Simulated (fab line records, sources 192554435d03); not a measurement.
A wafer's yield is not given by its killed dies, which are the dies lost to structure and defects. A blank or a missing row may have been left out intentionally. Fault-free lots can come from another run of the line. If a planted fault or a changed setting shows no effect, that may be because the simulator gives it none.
A struck lot beside a sound one || flow n5-finfet || 19 steps out of a route of 1938
Sound: wafers L792.1, L792.2, L792.6. Wafers L803.1, L803.2, L803.6 were the ones struck. At the end, the cause is stated.
Order at every step that has rows: each side's tool, ch and its chambers, its first start. Under that, the readings that differ: sound wafers || struck wafers || difference of the means || sigmas: that difference in standard deviations of wafers without a fault.
alike: readings with means less than 2 such deviations apart, plus words and numbers identical on both sides. not compared: withheld readings, readings lacking a value on some wafer, bounds such as >300 that could conceal the same value, and numbers that have no deviation in the record and whose values overlap.
Wherever a step has rows on one side only, a row that says differs or no value, or a row with sigmas, the two part there. Non-overlapping numbers with no deviation appear without sigmas and do not part them. Lack of a reading on every wafer of one side parts them only where that side has two or more wafers.

first, 4 steps without rows for these wafers: N5_BEOL_M1_SOFTBAKE_23 (time 60 s); N5_BEOL_M1_EXPOSE_25 (exposes mask V0, defocus 5 nm, target cd 24 nm); N5_BEOL_M1_PEB_26 (peb time 60 s); N5_BEOL_M1_DEVELOP_27 (develop time 30 s).
N5_BEOL_M1_CD_MEAS_28: target cd y 23.3 nm.
  sound on cd-sem-03 ch 0, day 6 20:34; struck on cd-sem-02 ch 0, day 9 08:49
  alike: cd-nm
N5_BEOL_M1_OVL_MEAS_29:
  sound on overlay-02 ch 0, day 6 20:36; struck on overlay-01 ch 0, day 9 08:51
  alike: V0_OVL
N5_BEOL_M1_INSPECT_30: inspects for defects (brightfield).
  sound on defect-inspect-01 at day 6 20:40; struck on defect-inspect-01 at day 9 08:54
  alike: raw-defect-count
N5_BEOL_M1_DESCUM_33: chemistry O2, time 7 s.
  sound on rie-diel-05 ch 1,2, day 6 20:44; struck on rie-diel-01 ch 1,3, day 9 08:56
  alike: drypump-motor-current-A, oes-product-au, rf-vpp-V, showerhead-plenum-p-Torr, throttle-valve-pct
  not compared: rf-hours-counter-h
N5_BEOL_M1_ETCH_77: etches underlayer in N2/H2, target depth 6.5 nm, time 5.2 s.
  sound on rie-diel-05 ch 1,2, day 6 20:46; struck on rie-diel-01 ch 1,3, day 9 08:58
  alike: bias-w, drypump-motor-current-A, etch-rf-on-time-s, oes-product-au, rf-vpp-V, showerhead-plenum-p-Torr, throttle-valve-pct
  not compared: rf-hours-counter-h
N5_BEOL_M1_ETCH_69: etches SiARC in CF4, target depth 15.6 nm, time 26 s.
  sound on rie-diel-05 ch 1,2, day 6 20:47; struck on rie-diel-01 ch 1,3, day 9 08:59
  alike: bias-w, drypump-motor-current-A, etch-rf-on-time-s, oes-product-au, rf-vpp-V, showerhead-plenum-p-Torr, throttle-valve-pct
  not compared: rf-hours-counter-h
N5_BEOL_M1_ALD_98: deposits SiO2, target thk 2.5 nm, pulse time 1 s, co reactant pulse time 1 s.
  sound on ald-sin-02 ch 1,2,3, day 6 20:55; struck on ald-sin-03 ch 0,1,2, day 9 09:04
  alike: heater-power-w, precursor-pulse-height-rel
N5_BEOL_M1_ETCHBACK_99: etches SiO2 in CHF3, target depth 5 nm, time 10.4 s.
  sound on rie-diel-01 ch 1,2, day 7 06:08; struck on rie-diel-01 ch 2,3, day 10 03:51
  alike: bias-w, drypump-motor-current-A, oes-product-au, rf-vpp-V, showerhead-plenum-p-Torr, throttle-valve-pct
  not compared: rf-hours-counter-h
N5_BEOL_M1_ETCH_70: etches SOC in N2/H2, target depth 80 nm, overetch 16 nm, time 120 s.
  sound on rie-diel-01 ch 1,2, day 7 06:10; struck on rie-diel-01 ch 2,3, day 10 03:53
{"reading": "model.SiARC_of_BEOL_M1_COAT_68.thk-nm (nm)", "sound": "6.4 6 6.4", "struck": "3.4 3.8 3.6", "difference": -2.7, "sigmas": ""}
  alike: bias-w, drypump-motor-current-A, oes-product-au, rf-vpp-V, showerhead-plenum-p-Torr, throttle-valve-pct
  not compared: rf-hours-counter-h
then, 2 steps without rows for these wafers: N5_BEOL_M1_STRIP_71 (strips in N2/H2); N5_BEOL_M1_STRIP_78 (strips in N2/H2).
N5_BEOL_M1_VIA_ETCH_34: etches the open film in C4F6/O2, target depth 67.8 nm, time 64.4 s.
  sound on rie-diel-01 ch 1,2, day 7 06:16; struck on rie-diel-01 ch 2,3, day 10 03:59
{"reading": "model.BEOL_M1.cd-nm (nm)", "sound": "18.6 18.4 18.6", "struck": "19.8 19.4 19.6", "difference": "+1.1", "sigmas": ""}
  alike: C4F6_flow_sccm, bias-w, drypump-motor-current-A, oes-product-au, rf-vpp-V, showerhead-plenum-p-Torr, throttle-valve-pct
  not compared: rf-hours-counter-h
then, 1 step without rows for these wafers: N5_BEOL_M1_STRIP_83 (strips in C4F6/O2).
-- record jumps: 3 days separate the struck wafers' starts on either side; left off in module BEOL_M1, taken up again in module BEOL_M4, whose first shown step is the route's number 1111 --
N5_BEOL_M4_RC_MEAS_101:
  sound on prober-01 ch 0, day 9 16:57; struck on prober-01 ch 0, day 13 03:07
  alike: DIBL_N, DIBL_P, IOFF_N, IOFF_P, ION_N, ION_P, SS_N, SS_P, VT_N, VT_P
next, for these wafers, 1 step has no rows: N5_PASSIVATION_PROBE_49.

WHERE THEY PART
Nowhere in this record.

WHY: the cause the simulator had injected
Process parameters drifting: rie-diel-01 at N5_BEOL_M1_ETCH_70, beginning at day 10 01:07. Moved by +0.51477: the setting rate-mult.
